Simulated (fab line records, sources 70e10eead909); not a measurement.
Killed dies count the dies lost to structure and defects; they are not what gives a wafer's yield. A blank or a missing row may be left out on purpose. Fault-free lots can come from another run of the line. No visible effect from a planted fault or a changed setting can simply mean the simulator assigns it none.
Comparing a struck lot with a sound one    flow nand harc    15 out of 1302 route steps
Sound: the wafers L269.1, L269.4, L269.5. Struck: wafer L284.1. (L284.2, L284.4 of the same lot were not struck and are left out.) The cause comes at the end.
For every step that has rows: the tool of each side, followed by ch and its chambers, followed by its first start. Under that, the readings that differ: sound wafers    struck wafers    difference of the means    sigmas: that difference in standard deviations of wafers without a fault.
alike: readings whose means differ by less than 2 such deviations, and words and numbers that are the same on both sides. not compared: withheld readings, readings that some wafer has no value for, bounds like >300 that may hide the same value, and numbers for which the record gives no deviation and whose values overlap.
A row with sigmas, a row that says differs or no value, or rows on one side alone: a step with any of these is where the two part. Numbers that have no deviation but don't overlap get no sigmas and don't part them. A reading missing from all wafers of one side parts the sides only when that side holds two or more wafers.

NHARC_A_DECK1_JOINT_ETCHBACK_00: etches the open film in HBr, target depth 30 nm, time 17.4 s.
  sound on rie si-01 ch 0,2,3, day 11 15:44; struck on rie si-01 ch 0, day 18 02:24
  alike: drypump motor current A, oes product au, rf fwd power W, throttle valve pct
  not compared: rf hours counter h
then, 8 steps without rows for these wafers: NHARC_A_DECK1_JOINT_PRECLEAN_30 (cleans in SC1); NHARC_A_DECK1_JOINT_SRD_31; NHARC_A_DECK1_JOINT_CVD_34 (deposits SiNx, target thk 20 nm); NHARC_A_DECK1_JOINT_DEP_06 (deposits SiOx, target thk 80 nm); NHARC_A_DECK1_JOINT_CURE_26 (time 32 s); NHARC_A_DECK1_JOINT_ANNEAL_27 (time 3600 s); NHARC_A_DECK1_JOINT_ANNEAL_28 (time 1800 s); NHARC_A_DECK1_JOINT_ANNEAL_29 (time 1800 s).
NHARC_A_DECK1_JOINT_CMP_02: polishes SiOx.
  sound on cmp-02 ch 0,1,2, day 12 16:23; struck on cmp-04 ch 3, day 19 02:50
  alike: motor current A
  not compared: pad life wafers
next, for these wafers, 1 step has no rows: NHARC_A_DECK1_JOINT_SRD_15.
NHARC_A_DECK1_JOINT_DEP_16: deposits SiO2, target thk 45 nm.
  sound on pecvd-01 ch 0,1,2, day 12 16:46; struck on pecvd-03 ch 1, day 19 03:11
reading             sound              struck  difference  sigmas
rf fwd power W (W)  901.6 899.1 899.4  893.7   -6.3        -2
  alike: heater power w, throttle valve pct
  not compared: since wet clean h
NHARC_A_DECK1_JOINT_THK_MEAS_17: measures by ellipsometry.
  sound: film metro-02 at day 12 17:03; struck: film metro-02 at day 19 03:28
reading      sound           struck  difference  sigmas
thk nm (nm)  44.0 45.9 46.7  51.4    +5.9        +5
NHARC_A_DECK1_JOINT_INSPECT_05:
  sound: defect inspect-02 at day 12 17:05; struck: defect inspect-01 at day 19 03:31
reading           sound        struck  difference  sigmas
raw defect count  656 436 286  186     -273        -2
-- break in the record here, with 12 days between the starts of the struck wafers on either side (left off in module A_DECK1_JOINT, picked up again in module END, where the first step shown is number 1302 on the route) --
NHARC_END_SORT_01:
  sound on prober-01 ch 0, day 24 21:58; struck on prober-01 ch 0, day 30 18:44
  alike: killed at array, killed at other, killed at periphery, killed dies, killed open, killed short

WHERE THEY PART
First at NHARC_A_DECK1_JOINT_DEP_16; last, within this record, at NHARC_A_DECK1_JOINT_INSPECT_05. Later steps at which nothing parts them and some readings are alike: NHARC_END_SORT_01.

WHY: the cause the simulator had injected
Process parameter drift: pecvd-03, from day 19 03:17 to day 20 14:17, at NHARC_A_DECK1_JOINT_DEP_16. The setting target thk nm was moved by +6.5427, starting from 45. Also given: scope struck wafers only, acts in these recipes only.
